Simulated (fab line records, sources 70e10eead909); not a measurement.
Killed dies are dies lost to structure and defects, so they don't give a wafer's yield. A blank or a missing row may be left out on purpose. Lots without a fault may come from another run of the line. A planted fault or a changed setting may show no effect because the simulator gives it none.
Chamber matching | flow nand_harc | NHARC_A_CHANNEL_FILL_D1_ALD_25 on ald_hk-03: 4 sister chambers
The step deposits SiOx, target thk 60 nm, pulse time 10 s, ald cycles 600. 4 wafers are shown with their chamber, then 11 later ones without.

WAFERS WITH THEIR CHAMBER
wafer  | chamber | heater_power_w (W)
L084.6 | 2       | 449
L087.1 | 0       | 384
L087.2 | 1       | 430
L088.3 | 3       | 498

WAFERS WITHOUT THEIR CHAMBER
wafer  | heater_power_w (W)
L088.1 | 417
L088.4 | 435
L090.1 | 439
L090.3 | 412
L090.4 | 402
L093.2 | 394
L093.4 | 426
L093.6 | 390
L097.4 | 427
L097.1 | 442
L097.5 | 481

WHICH CHAMBER EACH WENT THROUGH
wafer  | from the rows above          | in truth
L088.1 | can't be placed: 1 or 2 or 0 | 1
L088.4 | can't be placed: 1 or 2      | 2
L090.1 | can't be placed: 1 or 2      | 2
L090.3 | can't be placed: 1 or 0 or 2 | 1
L090.4 | can't be placed: 0 or 1      | 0
L093.2 | 0                            | 0
L093.4 | can't be placed: 1 or 2      | 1
L093.6 | 0                            | 0
L097.4 | can't be placed: 1 or 2      | 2
L097.1 | can't be placed: 2 or 1      | 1
L097.5 | can't be placed: 3 or 2      | 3
Placed correctly: 2 of 11. Can't be placed from these rows: 9 (the true chamber is among the candidates in 9). Placed wrongly: 0.
How it was worked out, from the rows above alone: a wafer's distance from a chamber is the root of the sum, over the readings, of the square of ((its reading less the chamber's mean) divided by the reading's scatter). The wafer belongs to the nearest chamber; if the next one is less than 2 further off, it can't be placed. A chamber's mean is the mean of its shown wafers. The scatter: with one shown wafer a chamber, the root of the mean of the squares of how far each hidden wafer lies from its nearest shown one.
